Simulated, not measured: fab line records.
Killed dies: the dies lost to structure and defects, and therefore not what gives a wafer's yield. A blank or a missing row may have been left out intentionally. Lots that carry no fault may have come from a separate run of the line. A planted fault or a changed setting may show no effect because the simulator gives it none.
fab line records | flow nand_harc | part 1 of 2: steps 1 to 25 of 31
record lots=5 | wafers=15 | last_day=32
route steps=1302 shown A_ONON_D1@443 A_CHANNEL_HOLE_D1@450
lots that met no fault: from a run of the same line without faults
start_h: start of the lot's first displayed wafer, in hours after the record's first day | wait_h: time in hours since the lot's previous step | " repeats the value in the row above | L1.1+2: several wafers, shown together as one row | - no value present, or no start provided | * or withheld: withheld | < > ~ a bound
route shown NAME@n: NAME is a module with steps in the file, n the number in the route of the first one | usual: the fault-free wafers' mean and standard deviation | same: alike in all rows | chamber/n: place in a boat | sites: each site's reading | _std_site: their standard deviation | _edge_site: outer sites' mean less inner sites' | radius_mm: for every site, how far away it sits from the centre of the wafer | mask NAME#n: copy n | behind: tool/chamber where the wafer was last shaped | hold: the reason the lot was held/the length of the hold in hours/how it ended | device: the transistor (n, p or np) that didn't switch | end of line: the same wafers' tests at the end of the route | a step given without rows: its recipe and nothing more | killed: not the wafer's yield, but the dies lost to structure and defects at the first sort | map: dies across one wafer; x = killed, . = not, _ = none there
set.NAME: setting as actually run; set.NAME@STEP: the setting as run at that earlier step | model.NAME: the simulator's own value behind a step, which no gauge read
lots at some steps of the route; a table a step, a row a wafer
services: a tool's chamber out of use, with start hour (start_h, from the record's first day; less than 0 if before it), hours out, and reason
## steps
# step NHARC_A_ONON_D1_THK_MEAS_27
# recipe thk_meas_gauge=ellipsometry
# usual thk_nm=1002/11
lot.wafer | tool          | chamber | start_h | wait_h | thk_nm
L077.1    | film_metro-01 | -       | 201.29  | -      | 1016
L077.4    | "             | -       | "       | "      | 1016
L077.5    | "             | -       | "       | "      | 1015
L081.2    | film_metro-01 | -       | 251.72  | -      | 990
L081.3    | "             | -       | "       | "      | 991
L081.5    | "             | -       | "       | "      | 988
L083.4    | film_metro-01 | -       | 258.25  | -      | 1010
L083.5    | "             | -       | "       | "      | 1011
L083.6    | "             | -       | "       | "      | 1010
L090.1    | film_metro-02 | -       | 340.33  | -      | 987
L090.4    | "             | -       | "       | "      | 990
L090.5    | "             | -       | "       | "      | 989
L094.1    | film_metro-01 | -       | 374.90  | -      | 1009
L094.3    | "             | -       | "       | "      | 1006
L094.6    | "             | -       | "       | "      | 1006
# step NHARC_A_ONON_D1_DEP_28
# recipe target_thk_a=10000 | n2_flow_sccm=2750 | n2o_flow_sccm=2000 | nh3_flow_sccm=500 | sih4_flow_sccm=210 | temp_c=400
lot.wafer  | tool          | chamber | start_h | wait_h
L077.1+4+5 | pecvd_onon-04 | 0       | 201.35  | 0.1
L081.2+3+5 | pecvd_onon-02 | 0       | 251.83  | 0.1
L083.4+5+6 | pecvd_onon-02 | 0       | 258.48  | 0.2
L090.1+4+5 | pecvd_onon-04 | 0       | 340.38  | 0.1
L094.1+3+6 | pecvd_onon-01 | 0       | 374.96  | 0.1
# step NHARC_A_ONON_D1_THK_MEAS_30
# recipe thk_meas_gauge=ellipsometry
# usual thk_nm=1001/9.6
lot.wafer | tool          | chamber | start_h | wait_h | thk_nm
L077.1    | film_metro-02 | -       | 201.86  | -      | 1006
L077.4    | "             | -       | "       | "      | 1006
L077.5    | "             | -       | "       | "      | 1004
L081.2    | film_metro-02 | -       | 252.28  | -      | 1000
L081.3    | "             | -       | "       | "      | 1000
L081.5    | "             | -       | "       | "      | 998
L083.4    | film_metro-02 | -       | 258.82  | -      | 1026
L083.5    | "             | -       | "       | "      | 1026
L083.6    | "             | -       | "       | "      | 1025
L090.1    | film_metro-01 | -       | 340.89  | -      | 1002
L090.4    | "             | -       | "       | "      | 1002
L090.5    | "             | -       | "       | "      | 1002
L094.1    | film_metro-01 | -       | 375.47  | -      | 1003
L094.3    | "             | -       | "       | "      | 1004
L094.6    | "             | -       | "       | "      | 1001
# step NHARC_A_ONON_D1_DEP_33
# recipe target_thk_a=2000 | temp_c=400 | pressure_torr=6.5 | rf_w=900 | teos_flow_sccm=161.4 | flow_sccm=2650 | target_thk_nm=200 | gas=O2 | material=SiO2
# usual heater_power_w=557/93 | throttle_valve_pct=15.8/0.55
lot.wafer | tool     | chamber | start_h | wait_h | heater_power_w | throttle_valve_pct
L077.1    | pecvd-02 | 2       | 201.96  | 0.1    | 567            | 15.9
L077.4    | "        | 1       | "       | "      | 653            | 16.3
L077.5    | "        | 2       | "       | "      | 578            | 15.6
L081.3    | pecvd-01 | 0       | 252.34  | 0.1    | 522            | 15.6
L081.2    | "        | 1       | "       | "      | 615            | 14.8
L081.5    | "        | 1       | "       | "      | 629            | 15.2
L083.4    | pecvd-02 | 0       | 259.01  | 0.2    | 505            | 15.6
L083.6    | "        | 1       | "       | "      | 651            | 15.4
L083.5    | "        | 2       | "       | "      | 550            | 16.4
L090.1    | pecvd-01 | 0       | 340.95  | 0.1    | 491            | 16.0
L090.4    | "        | 1       | "       | "      | 527            | 14.8
L090.5    | "        | 2       | "       | "      | 674            | 15.7
L094.1    | pecvd-02 | 0       | 375.53  | 0.1    | 503            | 16.3
L094.3    | "        | 2       | "       | "      | 510            | 16.2
L094.6    | "        | 0       | "       | "      | 509            | 16.3
# step NHARC_A_ONON_D1_THK_MEAS_34
# recipe thk_meas_gauge=ellipsometry
# usual thk_nm=199.8/2.8
lot.wafer | tool          | chamber | start_h | wait_h | thk_nm
L077.1    | film_metro-02 | -       | 202.32  | -      | 197.4
L077.4    | "             | -       | "       | "      | 197.5
L077.5    | "             | -       | "       | "      | 201.7
L081.2    | film_metro-01 | -       | 252.76  | -      | 200.5
L081.3    | "             | -       | "       | "      | 200.2
L081.5    | "             | -       | "       | "      | 203.3
L083.4    | film_metro-02 | -       | 259.29  | -      | 200.4
L083.5    | "             | -       | "       | "      | 197.9
L083.6    | "             | -       | "       | "      | 196.1
L090.1    | film_metro-02 | -       | 341.37  | -      | 198.8
L090.4    | "             | -       | "       | "      | 203.5
L090.5    | "             | -       | "       | "      | 200.4
L094.1    | film_metro-01 | -       | 375.94  | -      | 200.4
L094.3    | "             | -       | "       | "      | 202.3
L094.6    | "             | -       | "       | "      | 205.8
# step NHARC_A_ONON_D1_INSPECT_32
# usual raw_defect_count=68/23
lot.wafer | tool              | chamber | start_h | wait_h | raw_defect_count
L077.1    | defect_inspect-01 | -       | 202.39  | 0.0    | 47
L077.4    | "                 | -       | "       | "      | 62
L077.5    | "                 | -       | "       | "      | 51
L081.2    | defect_inspect-01 | -       | 252.82  | 0.0    | 73
L081.3    | "                 | -       | "       | "      | 86
L081.5    | "                 | -       | "       | "      | 78
L083.4    | defect_inspect-02 | -       | 259.37  | 0.0    | 41
L083.5    | "                 | -       | "       | "      | 28
L083.6    | "                 | -       | "       | "      | 55
L090.1    | defect_inspect-01 | -       | 341.43  | 0.0    | 73
L090.4    | "                 | -       | "       | "      | 73
L090.5    | "                 | -       | "       | "      | 53
L094.1    | defect_inspect-02 | -       | 376.00  | 0.0    | 69
L094.3    | "                 | -       | "       | "      | 88
L094.6    | "                 | -       | "       | "      | 96
# step NHARC_A_CHANNEL_HOLE_D1_DEP_00
# recipe target_thk_a=31000 | temp_c=400 | material=aC
# usual throttle_valve_pct=35.002/0.0094
lot.wafer | tool       | chamber | start_h | wait_h | throttle_valve_pct
L077.1    | acl_dep-02 | 0       | 202.46  | 0.1    | 35.014
L077.4    | "          | 0       | "       | "      | 34.996
L077.5    | "          | 0       | "       | "      | 35.001
L081.2    | acl_dep-01 | 0       | 259.14  | 6.3    | 34.992
L081.3    | "          | 0       | "       | "      | 35.012
L081.5    | "          | 0       | "       | "      | 35.011
L083.4    | acl_dep-02 | 0       | 263.98  | 4.6    | 35.016
L083.5    | "          | 0       | "       | "      | 35.012
L083.6    | "          | 0       | "       | "      | 35.006
L090.1    | acl_dep-01 | 0       | 344.41  | 3.0    | 34.987
L090.4    | "          | 0       | "       | "      | 35.000
L090.5    | "          | 0       | "       | "      | 35.006
L094.1    | acl_dep-02 | 0       | 376.99  | 1.0    | 35.012
L094.3    | "          | 0       | "       | "      | 35.017
L094.6    | "          | 0       | "       | "      | 35.008
# step NHARC_A_CHANNEL_HOLE_D1_DEP_01
# recipe target_thk_a=1400 | target_thk_nm=140 | temp_c=400 | pressure_torr=3.5 | flow_sccm=200 | rf_w=350 | material=SiON
# usual heater_power_w=767/82
lot.wafer | tool     | chamber | start_h | wait_h | heater_power_w
L077.1    | pecvd-01 | 2       | 204.38  | 1.6    | 835
L077.5    | "        | 1       | "       | "      | 883
L077.4    | "        | 0       | "       | "      | 711
L081.2    | pecvd-03 | 1       | 260.77  | 1.3    | 750
L081.3    | "        | 1       | "       | "      | 760
L081.5    | "        | 1       | "       | "      | 793
L083.4    | pecvd-03 | 2       | 265.13  | 0.8    | 837
L083.6    | "        | 1       | "       | "      | 712
L083.5    | "        | 2       | "       | "      | 868
L090.1    | pecvd-04 | 2       | 346.34  | 1.6    | 756
L090.4    | "        | 2       | "       | "      | 762
L090.5    | "        | 1       | "       | "      | 828
L094.3    | pecvd-04 | 2       | 379.06  | 1.1    | 776
L094.1    | "        | 0       | "       | "      | 818
L094.6    | "        | 2       | "       | "      | 783
# step NHARC_A_CHANNEL_HOLE_D1_DEHYDRATE_02
# recipe temp_c=150 | time_s=120
lot.wafer  | tool           | chamber | start_h | wait_h
L077.1+4+5 | litho_track-06 | 0       | 204.62  | 0.2
L081.2+3+5 | litho_track-01 | 0       | 261.09  | 0.3
L083.4+5+6 | litho_track-04 | 0       | 265.36  | 0.2
L090.1+4+5 | litho_track-01 | 0       | 346.61  | 0.2
L094.1+3+6 | litho_track-06 | 0       | 379.33  | 0.2
# step NHARC_A_CHANNEL_HOLE_D1_HMDS_03
# recipe time_s=30
lot.wafer  | tool           | chamber | start_h | wait_h
L077.1+4+5 | litho_track-06 | 0       | -       | -
L081.2+3+5 | litho_track-01 | 0       | -       | -
L083.4+5+6 | litho_track-04 | 0       | -       | -
L090.1+4+5 | litho_track-01 | 0       | -       | -
L094.1+3+6 | litho_track-06 | 0       | -       | -
# step NHARC_A_CHANNEL_HOLE_D1_COAT_36
# recipe temp_c=260 | time_s=75
lot.wafer  | tool           | chamber | start_h | wait_h
L077.1+4+5 | litho_track-06 | 0       | -       | -
L081.2+3+5 | litho_track-01 | 0       | -       | -
L083.4+5+6 | litho_track-04 | 0       | -       | -
L090.1+4+5 | litho_track-01 | 0       | -       | -
L094.1+3+6 | litho_track-06 | 0       | -       | -
# step NHARC_A_CHANNEL_HOLE_D1_COAT_37
# recipe temp_c=225 | time_s=65
lot.wafer  | tool           | chamber | start_h | wait_h
L077.1+4+5 | litho_track-06 | 0       | -       | -
L081.2+3+5 | litho_track-01 | 0       | -       | -
L083.4+5+6 | litho_track-04 | 0       | -       | -
L090.1+4+5 | litho_track-01 | 0       | -       | -
L094.1+3+6 | litho_track-06 | 0       | -       | -
# step NHARC_A_CHANNEL_HOLE_D1_COAT_04
# recipe spin_rpm=1500 | resist_thk_nm=90
# usual spin_speed_rpm=1500.0/0.93
lot.wafer | tool           | chamber | start_h | wait_h | spin_speed_rpm
L077.1    | litho_track-06 | 0       | -       | -      | 1501.1
L077.4    | "              | 0       | "       | "      | 1501.0
L077.5    | "              | 0       | "       | "      | 1501.4
L081.2    | litho_track-01 | 0       | -       | -      | 1501.4
L081.3    | "              | 0       | "       | "      | 1499.8
L081.5    | "              | 0       | "       | "      | 1499.4
L083.4    | litho_track-04 | 0       | -       | -      | 1499.5
L083.5    | "              | 0       | "       | "      | 1499.3
L083.6    | "              | 0       | "       | "      | 1498.6
L090.1    | litho_track-01 | 0       | -       | -      | 1500.0
L090.4    | "              | 0       | "       | "      | 1501.1
L090.5    | "              | 0       | "       | "      | 1499.4
L094.1    | litho_track-06 | 0       | -       | -      | 1498.9
L094.3    | "              | 0       | "       | "      | 1500.3
L094.6    | "              | 0       | "       | "      | 1499.3
# step NHARC_A_CHANNEL_HOLE_D1_SOFTBAKE_05
# recipe temp_c=105 | time_s=55
lot.wafer  | tool           | chamber | start_h | wait_h
L077.1+4+5 | litho_track-06 | 0       | -       | -
L081.2+3+5 | litho_track-01 | 0       | -       | -
L083.4+5+6 | litho_track-04 | 0       | -       | -
L090.1+4+5 | litho_track-01 | 0       | -       | -
L094.1+3+6 | litho_track-06 | 0       | -       | -
# step NHARC_A_CHANNEL_HOLE_D1_EBR_06
lot.wafer  | tool           | chamber | start_h | wait_h
L077.1+4+5 | litho_track-06 | 0       | -       | -
L081.2+3+5 | litho_track-01 | 0       | -       | -
L083.4+5+6 | litho_track-04 | 0       | -       | -
L090.1+4+5 | litho_track-01 | 0       | -       | -
L094.1+3+6 | litho_track-06 | 0       | -       | -
# step NHARC_A_CHANNEL_HOLE_D1_EXPOSE_07
# recipe na=1.35 | target_cd_nm=100 | sigma_outer=0.3 | dose_mj=59.65 | mask_id=HOLE_D1
# usual exposure_dose_mJ_cm2=59.60/0.075
lot.wafer | tool            | chamber | start_h | wait_h | mask      | exposure_dose_mJ_cm2
L077.1    | arfi_scanner-03 | 0       | 204.94  | -      | HOLE_D1#0 | 59.55
L077.4    | "               | 0       | "       | "      | HOLE_D1#0 | 59.50
L077.5    | "               | 0       | "       | "      | HOLE_D1#0 | 59.63
L081.2    | arfi_scanner-02 | 0       | 261.40  | -      | HOLE_D1#0 | 59.56
L081.3    | "               | 0       | "       | "      | HOLE_D1#0 | 59.61
L081.5    | "               | 0       | "       | "      | HOLE_D1#0 | 59.59
L083.4    | arfi_scanner-01 | 0       | 265.55  | -      | HOLE_D1#0 | 59.50
L083.5    | "               | 0       | "       | "      | HOLE_D1#0 | 59.47
L083.6    | "               | 0       | "       | "      | HOLE_D1#0 | 59.43
L090.1    | arfi_scanner-03 | 0       | 346.92  | -      | HOLE_D1#0 | 59.67
L090.4    | "               | 0       | "       | "      | HOLE_D1#0 | 59.73
L090.5    | "               | 0       | "       | "      | HOLE_D1#0 | 59.63
L094.1    | arfi_scanner-02 | 0       | 379.64  | -      | HOLE_D1#0 | 59.66
L094.3    | "               | 0       | "       | "      | HOLE_D1#0 | 59.67
L094.6    | "               | 0       | "       | "      | HOLE_D1#0 | 59.75
# step NHARC_A_CHANNEL_HOLE_D1_PEB_08
# recipe peb_temp_c=100 | peb_time_s=65
lot.wafer  | tool           | chamber | start_h | wait_h
L077.1+4+5 | litho_track-06 | 0       | 205.00  | 0.1
L081.2+3+5 | litho_track-04 | 0       | 261.46  | 0.1
L083.4+5+6 | litho_track-01 | 0       | 265.60  | 0.0
L090.1+4+5 | litho_track-01 | 0       | 346.98  | 0.1
L094.1+3+6 | litho_track-01 | 0       | 379.70  | 0.1
# step NHARC_A_CHANNEL_HOLE_D1_DEVELOP_09
# recipe develop_time_s=35 | dev_temp_c=23
lot.wafer  | tool           | chamber | start_h | wait_h
L077.1+4+5 | litho_track-06 | 0       | -       | -
L081.2+3+5 | litho_track-04 | 0       | -       | -
L083.4+5+6 | litho_track-01 | 0       | -       | -
L090.1+4+5 | litho_track-01 | 0       | -       | -
L094.1+3+6 | litho_track-01 | 0       | -       | -
# step NHARC_A_CHANNEL_HOLE_D1_CD_MEAS_10
# recipe target_cd_nm=100 | landing_energy_ev=500
# usual cd_nm=100.0/0.65
lot.wafer | tool      | chamber | start_h | wait_h | cd_nm
L077.1    | cd_sem-03 | 0       | 205.08  | -      | 100.6
L077.4    | "         | 0       | "       | "      | 100.1
L077.5    | "         | 0       | "       | "      | 100.6
L081.2    | cd_sem-03 | 0       | 261.54  | -      | 99.5
L081.3    | "         | 0       | "       | "      | 99.8
L081.5    | "         | 0       | "       | "      | 98.7
L083.4    | cd_sem-02 | 0       | 265.69  | -      | 98.3
L083.5    | "         | 0       | "       | "      | 99.3
L083.6    | "         | 0       | "       | "      | 99.2
L090.1    | cd_sem-01 | 0       | 347.06  | -      | 99.3
L090.4    | "         | 0       | "       | "      | 99.5
L090.5    | "         | 0       | "       | "      | 100.4
L094.1    | cd_sem-02 | 0       | 379.78  | -      | 99.1
L094.3    | "         | 0       | "       | "      | 99.0
L094.6    | "         | 0       | "       | "      | 99.5
# step NHARC_A_CHANNEL_HOLE_D1_OVL_MEAS_11
# usual overlay_x_nm=0.0/0.92 | overlay_y_nm=0.0/0.88
lot.wafer | tool       | chamber | start_h | wait_h | overlay_x_nm | overlay_y_nm
L077.1    | overlay-01 | -       | 205.17  | -      | -0.5         | 0.1
L077.4    | "          | -       | "       | "      | -0.3         | -0.4
L077.5    | "          | -       | "       | "      | 0.1          | 0.1
L081.2    | overlay-01 | -       | 261.62  | -      | -0.1         | 0.4
L081.3    | "          | -       | "       | "      | 0.3          | -0.5
L081.5    | "          | -       | "       | "      | 1.0          | 0.5
L083.4    | overlay-01 | -       | 265.77  | -      | 0.7          | -0.8
L083.5    | "          | -       | "       | "      | 0.0          | -0.8
L083.6    | "          | -       | "       | "      | 0.8          | -0.4
L090.1    | overlay-01 | -       | 347.15  | -      | 0.6          | 1.7
L090.4    | "          | -       | "       | "      | 0.7          | 0.4
L090.5    | "          | -       | "       | "      | 0.8          | 1.5
L094.1    | overlay-01 | -       | 379.86  | -      | -1.2         | 0.8
L094.3    | "          | -       | "       | "      | -0.9         | -0.2
L094.6    | "          | -       | "       | "      | -1.1         | 0.3
# step NHARC_A_CHANNEL_HOLE_D1_INSPECT_12
# usual raw_defect_count=5.4/2.8
lot.wafer | tool              | chamber | start_h | wait_h | raw_defect_count
L077.1    | defect_inspect-02 | -       | 205.21  | 0.0    | 3
L077.4    | "                 | -       | "       | "      | 4
L077.5    | "                 | -       | "       | "      | 8
L081.2    | defect_inspect-01 | -       | 261.66  | 0.0    | 3
L081.3    | "                 | -       | "       | "      | 9
L081.5    | "                 | -       | "       | "      | 8
L083.4    | defect_inspect-01 | -       | 265.81  | 0.0    | 7
L083.5    | "                 | -       | "       | "      | 4
L083.6    | "                 | -       | "       | "      | 11
L090.1    | defect_inspect-01 | -       | 347.18  | 0.0    | 9
L090.4    | "                 | -       | "       | "      | 6
L090.5    | "                 | -       | "       | "      | 5
L094.1    | defect_inspect-02 | -       | 379.90  | 0.0    | 7
L094.3    | "                 | -       | "       | "      | 8
L094.6    | "                 | -       | "       | "      | 10
# step NHARC_A_CHANNEL_HOLE_D1_DESCUM_15
# recipe time_s=3 | o2_flow_sccm=200 | ar_flow_sccm=0 | bias_power_w=0 | chemistry=O2
# usual drypump_motor_current_A=5.5/0.45 | oes_product_au=0.999/0.0098 | rf_vpp_V=57.8/0.83 | showerhead_plenum_p_Torr=1.91/0.059 | throttle_valve_pct=11.312/0.009
lot.wafer | tool        | chamber | start_h | wait_h | drypump_motor_current_A | oes_product_au | rf_hours_counter_h | rf_vpp_V | showerhead_plenum_p_Torr | throttle_valve_pct
L077.1    | rie_diel-05 | 0       | 205.27  | 0.1    | 5.3                     | 1.002          | 49                 | 56.4     | 1.90                     | 11.324
L077.4    | "           | 2       | "       | "      | 6.3                     | 1.000          | 47                 | 57.8     | 1.86                     | 11.325
L077.5    | "           | 0       | "       | "      | 5.3                     | 1.008          | -                  | 58.6     | 1.90                     | 11.303
L081.2    | rie_diel-02 | 1       | 261.72  | 0.1    | 5.4                     | 1.020          | 2                  | 58.2     | 1.99                     | 11.297
L081.3    | "           | 3       | "       | "      | 4.9                     | 1.005          | 3                  | 56.7     | 1.90                     | 11.320
L081.5    | "           | 1       | "       | "      | 5.4                     | 1.007          | -                  | 56.8     | 1.99                     | 11.310
L083.4    | rie_diel-02 | 2       | 265.89  | 0.1    | 5.8                     | 0.996          | 4                  | 58.1     | 1.95                     | 11.310
L083.6    | "           | 3       | "       | "      | 4.9                     | 0.998          | -                  | 57.2     | 1.90                     | 11.334
L083.5    | "           | 0       | "       | "      | 5.8                     | 0.992          | -                  | 57.0     | 1.86                     | 11.329
L090.1    | rie_diel-05 | 2       | 347.26  | 0.1    | 6.3                     | 0.977          | 26                 | 55.7     | 1.85                     | 11.316
L090.4    | "           | 1       | "       | "      | 4.8                     | 1.009          | -                  | 57.8     | 1.83                     | 11.307
L090.5    | "           | 2       | "       | "      | 6.3                     | 0.984          | -                  | 57.1     | 1.85                     | 11.316
L094.1    | rie_diel-02 | 1       | 379.97  | 0.1    | 5.4                     | 0.998          | 15                 | 57.6     | 1.98                     | 11.329
L094.3    | "           | 3       | "       | "      | 4.9                     | 0.999          | 15                 | 57.9     | 1.89                     | 11.317
L094.6    | "           | 0       | "       | "      | 5.8                     | 0.992          | -                  | 56.9     | 1.86                     | 11.311
# step NHARC_A_CHANNEL_HOLE_D1_ETCH_38
# recipe target_depth_a=390 | over_etch_frac=0.3 | time_s=65 | ion_energy_ev=80 | cf4_flow_sccm=150 | ar_flow_sccm=0 | rf_w=300 | bias_w=100 | chemistry=CF4
# usual bias_w=100.03/0.28 | drypump_motor_current_A=5.5/0.46 | oes_product_au=1.000/0.0098 | rf_vpp_V=151.2/1.1 | showerhead_plenum_p_Torr=1.76/0.053 | throttle_valve_pct=13.284/0.0096
lot.wafer | tool        | chamber | start_h | wait_h | bias_w | drypump_motor_current_A | oes_product_au | rf_hours_counter_h | rf_vpp_V | showerhead_plenum_p_Torr | throttle_valve_pct
L077.1    | rie_diel-05 | 1       | 205.37  | 0.1    | 100.43 | 4.8                     | 1.009          | 48                 | 150.5    | 1.71                     | 13.293
L077.4    | "           | 2       | "       | "      | 100.28 | 6.3                     | 1.016          | 47                 | 150.8    | 1.73                     | 13.273
L077.5    | "           | 3       | "       | "      | 100.03 | 4.9                     | 0.988          | -                  | 150.2    | 1.66                     | 13.284
L081.3    | rie_diel-02 | 0       | 261.81  | 0.1    | 100.04 | 5.8                     | 0.993          | 3                  | 152.2    | 1.73                     | 13.272
L081.2    | "           | 1       | "       | "      | 99.98  | 5.5                     | 1.015          | 2                  | 152.2    | 1.83                     | 13.282
L081.5    | "           | 3       | "       | "      | 99.75  | 4.9                     | 0.998          | -                  | 151.0    | 1.76                     | 13.303
L083.4    | rie_diel-02 | 1       | 265.96  | 0.1    | 100.08 | 5.4                     | 1.019          | 4                  | 151.3    | 1.83                     | 13.267
L083.6    | "           | 3       | "       | "      | 100.55 | 5.0                     | 1.008          | -                  | 152.0    | 1.75                     | 13.295
L083.5    | "           | 0       | "       | "      | 99.84  | 5.8                     | 1.004          | -                  | 152.1    | 1.73                     | 13.282
L090.1    | rie_diel-05 | 0       | 347.43  | 0.2    | 99.69  | 5.3                     | 1.016          | 33                 | 150.5    | 1.75                     | 13.297
L090.5    | "           | 0       | "       | "      | 99.64  | 5.3                     | 1.024          | -                  | 151.3    | 1.74                     | 13.291
L090.4    | "           | 1       | "       | "      | 100.17 | 4.8                     | 1.023          | -                  | 149.8    | 1.70                     | 13.286
L094.1    | rie_diel-02 | 2       | 380.05  | 0.1    | 100.07 | 5.9                     | 0.991          | 14                 | 152.4    | 1.80                     | 13.284
L094.3    | "           | 1       | "       | "      | 100.06 | 5.5                     | 1.007          | 15                 | 152.1    | 1.83                     | 13.298
L094.6    | "           | 3       | "       | "      | 100.48 | 4.9                     | 1.005          | -                  | 151.8    | 1.75                     | 13.290
# step NHARC_A_CHANNEL_HOLE_D1_ETCH_39
# recipe target_depth_a=2600 | over_etch_frac=0.3 | time_s=325 | ion_energy_ev=200 | n2_flow_sccm=150 | h2_flow_sccm=150 | ar_flow_sccm=0 | rf_w=400 | bias_w=150 | chemistry=N2/H2
# usual bias_w=150.0/0.45 | drypump_motor_current_A=5.5/0.45 | oes_product_au=0.999/0.0096 | rf_vpp_V=430.5/1.9 | showerhead_plenum_p_Torr=2.04/0.067 | throttle_valve_pct=14.172/0.008
lot.wafer | tool        | chamber | start_h | wait_h | bias_w | drypump_motor_current_A | oes_product_au | rf_hours_counter_h | rf_vpp_V | showerhead_plenum_p_Torr | throttle_valve_pct
L077.4    | rie_diel-05 | 1       | -       | -      | 149.6  | 4.8                     | 0.994          | 48                 | 429.1    | 1.97                     | 14.168
L077.1    | "           | 0       | "       | "      | 150.0  | 5.3                     | 1.005          | 49                 | 431.0    | 2.02                     | 14.177
L077.5    | "           | 2       | "       | "      | 150.7  | 6.3                     | 1.007          | -                  | 429.8    | 1.99                     | 14.170
L081.3    | rie_diel-02 | 2       | -       | -      | 150.1  | 5.9                     | 0.987          | 3                  | 433.1    | 2.08                     | 14.178
L081.2    | "           | 3       | "       | "      | 149.3  | 4.9                     | 0.998          | 3                  | 430.8    | 2.02                     | 14.184
L081.5    | "           | 0       | "       | "      | 149.8  | 5.8                     | 0.993          | -                  | 428.9    | 1.99                     | 14.172
L083.4    | rie_diel-02 | 3       | -       | -      | 149.3  | 5.0                     | 0.994          | 4                  | 430.2    | 2.02                     | 14.186
L083.6    | "           | 1       | "       | "      | 150.9  | 5.4                     | 1.001          | -                  | 434.5    | 2.12                     | 14.172
L083.5    | "           | 2       | "       | "      | 150.4  | 5.9                     | 0.984          | -                  | 432.7    | 2.08                     | 14.188
L090.1    | rie_diel-05 | 2       | -       | -      | 149.7  | 6.3                     | 0.994          | 26                 | 428.4    | 1.97                     | 14.173
L090.4    | "           | 1       | "       | "      | 149.3  | 4.8                     | 1.012          | -                  | 428.3    | 1.95                     | 14.162
L090.5    | "           | 2       | "       | "      | 150.3  | 6.3                     | 0.995          | -                  | 430.1    | 1.97                     | 14.175
L094.1    | rie_diel-02 | 3       | -       | -      | 150.2  | 4.9                     | 1.003          | 15                 | 429.3    | 2.02                     | 14.185
L094.3    | "           | 0       | "       | "      | 150.4  | 5.8                     | 0.992          | 14                 | 429.4    | 1.98                     | 14.176
L094.6    | "           | 1       | "       | "      | 149.4  | 5.4                     | 1.002          | -                  | 432.4    | 2.12                     | 14.167
# step NHARC_A_CHANNEL_HOLE_D1_ETCH_34
# recipe target_depth_a=1540 | time_s=77 | cf4_flow_sccm=100 | chf3_flow_sccm=30 | ar_flow_sccm=0 | rf_w=500 | bias_w=200 | chemistry=CF4/CHF3
# usual bias_w=200.0/0.61 | drypump_motor_current_A=5.5/0.46 | oes_product_au=0.946/0.024 | rf_vpp_V=370.7/1.7 | showerhead_plenum_p_Torr=1.57/0.046 | throttle_valve_pct=16.803/0.0086
lot.wafer | tool        | chamber | start_h | wait_h | bias_w | drypump_motor_current_A | oes_product_au | rf_hours_counter_h | rf_vpp_V | showerhead_plenum_p_Torr | throttle_valve_pct
L077.4    | rie_diel-05 | 2       | -       | -      | 199.8  | 6.3                     | 0.975          | 47                 | 369.3    | 1.53                     | 16.802
L077.1    | "           | 3       | "       | "      | 199.9  | 4.9                     | 0.964          | 49                 | 367.6    | 1.47                     | 16.802
L077.5    | "           | 2       | "       | "      | 199.5  | 6.3                     | 0.971          | -                  | 370.8    | 1.53                     | 16.802
L081.2    | rie_diel-02 | 3       | -       | -      | 198.7  | 5.0                     | 0.979          | 3                  | 370.4    | 1.56                     | 16.802
L081.3    | "           | 1       | "       | "      | 200.6  | 5.4                     | 0.972          | 3                  | 371.7    | 1.63                     | 16.817
L081.5    | "           | 3       | "       | "      | 199.2  | 5.0                     | 0.961          | -                  | 369.9    | 1.56                     | 16.807
L083.4    | rie_diel-02 | 2       | -       | -      | 200.1  | 5.9                     | 0.961          | 4                  | 371.8    | 1.60                     | 16.814
L083.6    | "           | 3       | "       | "      | 199.1  | 5.0                     | 0.953          | -                  | 369.5    | 1.56                     | 16.798
L083.5    | "           | 0       | "       | "      | 199.2  | 5.8                     | 0.959          | -                  | 368.5    | 1.53                     | 16.803
L090.1    | rie_diel-05 | 1       | -       | -      | 199.6  | 4.8                     | 0.954          | 33                 | 369.6    | 1.51                     | 16.806
L090.5    | "           | 1       | "       | "      | 200.1  | 4.8                     | 0.959          | -                  | 369.9    | 1.51                     | 16.795
L090.4    | "           | 2       | "       | "      | 200.4  | 6.3                     | 0.929          | -                  | 368.1    | 1.53                     | 16.802
L094.3    | rie_diel-02 | 1       | -       | -      | 199.9  | 5.4                     | 0.954          | 15                 | 373.8    | 1.63                     | 16.818
L094.1    | "           | 2       | "       | "      | 200.6  | 5.9                     | 0.958          | 15                 | 369.8    | 1.60                     | 16.801
L094.6    | "           | 3       | "       | "      | 199.8  | 4.9                     | 0.961          | -                  | 369.9    | 1.56                     | 16.794
